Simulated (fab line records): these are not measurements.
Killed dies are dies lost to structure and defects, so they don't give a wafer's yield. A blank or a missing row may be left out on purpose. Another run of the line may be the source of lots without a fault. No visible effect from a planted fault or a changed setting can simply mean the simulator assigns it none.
Comparing a struck lot with a sound one | flow n5 finfet | 19 out of 1938 route steps
Sound: wafers L798.2, L798.4, L798.6. Struck: wafers L803.2, L803.3, L803.5. At the end, the cause is stated.
At each step with rows: each side's tool, then ch and its chambers, then its first start. Under that, the readings that differ: sound wafers | struck wafers | difference of the means | sigmas: that difference in standard deviations of wafers without a fault.
alike: words and numbers the same on both sides, and readings whose means are apart by under 2 such deviations; not compared: readings that were withheld, readings missing a value for some wafer, numbers with overlapping values and no deviation given by the record, and bounds like >300 which may hide the same value.
The two part at a step that has a row with sigmas, a row that says differs or no value, or rows on one side only. Numbers that have no deviation but don't overlap get no sigmas and don't part them. Lack of a reading on every wafer of one side parts them only where that side has two or more wafers.

N5_BEOL_M15_DESCUM_33: chemistry O2, time 7.9 s.
  sound on rie diel-03 ch 0,1, day 11 19:22; struck on rie diel-05 ch 1,2,3, day 13 09:37
  alike: drypump motor current A, oes product au, rf vpp V, showerhead plenum p Torr, throttle valve pct
  not compared: rf hours counter h
N5_BEOL_M15_ETCH_61: etches BARC in N2/H2, target depth 89 nm, overetch 26.7 nm, time 67.9 s.
  sound on rie diel-03 ch 0,1, day 11 19:24; struck on rie diel-05 ch 1,2,3, day 13 09:40
  alike: drypump motor current A, oes product au, rf vpp V, showerhead plenum p Torr, throttle valve pct
  not compared: rf hours counter h
then, 1 step without rows for these wafers: N5_BEOL_M15_TRENCH_ETCH_34 (etches SiO2 in C4F8/O2/Ar, target depth 872.93 nm, time 199 s).
N5_BEOL_M15_STRIP_36: strips in O2.
  sound on rie diel-01 ch 1,3, day 11 19:44; struck on rie diel-03 ch 0,2,3, day 13 09:59
  alike: drypump motor current A, oes product au, rf vpp V, showerhead plenum p Torr, throttle valve pct
  not compared: rf hours counter h
then, 5 steps without rows for these wafers: N5_BEOL_M15_STRIP_62 (strips in O2); N5_BEOL_M15_STRIP_37 (strips in O2); N5_BEOL_M15_ETCH_38 (etches SiCN in CF4/N2, target depth 106.4 nm, time 120.5 s); N5_BEOL_M15_PRECLEAN_39 (cleans in residue remover, time 60 s); N5_BEOL_M15_SRD_40 (time 30 s, dry time 30 s).
N5_BEOL_M15_DEGAS_41: time 60 s.
  sound on pvd sputter-01 at day 11 21:46; struck on pvd sputter-01 at day 13 10:29
  alike: heater power w
then, 1 step without rows for these wafers: N5_BEOL_M15_PRE_CLEAN_42 (time 30 s).
N5_BEOL_M15_SPUTTER_43: material TaN, target thk 15 nm, time 24.19 s.
  sound on pvd sputter-01 at day 11 21:51; struck on pvd sputter-01 at day 13 10:53
  alike: bias v, throttle valve pct
then, 3 steps without rows for these wafers: N5_BEOL_M15_SPUTTER_44 (material Ta, target thk 15 nm, time 24.19 s); N5_BEOL_M15_SPUTTER_45 (material Cu, target thk 100 nm, time 16.67 s); N5_BEOL_M15_ECD_47 (material Cu, target thk 1860 nm).
N5_BEOL_M15_ANNEAL_48: time 90 s.
  sound on rtp anneal-02 ch 0, day 11 22:25; struck on rtp anneal-01 ch 0, day 13 11:32
  alike: anneal temp c, wafer_temp_C_max
N5_BEOL_M15_CMP_49: polishes, stops on SiO2, t overpolish 4.9 s, target thk 850 nm.
  sound on cmp-04 ch 0,3, day 11 22:40; struck on cmp-04 ch 0,2,3, day 13 11:47
  reading                      | sound             | struck            | difference | sigmas
  barrier field endpoint s (s) | 11.36 11.38 11.60 | 16.74 17.33 16.92 | +5.55      | +28
  alike: motor current A, overpolish run s, retaining ring pressure frac
  not compared: pad life wafers
N5_BEOL_M15_THK_MEAS_50: measures by xrf.
  sound on film metro-02 at day 11 22:58; struck on film metro-02 at day 13 12:05
  alike: M15_THK
N5_PASSIVATION_PROBE_49:
  sound wafers here have rows in the record (prober-02, day 12 14:47); struck ones have none

WHERE THEY PART
First at N5_BEOL_M15_CMP_49; last, within this record, at N5_PASSIVATION_PROBE_49.

WHY: the cause the simulator had injected
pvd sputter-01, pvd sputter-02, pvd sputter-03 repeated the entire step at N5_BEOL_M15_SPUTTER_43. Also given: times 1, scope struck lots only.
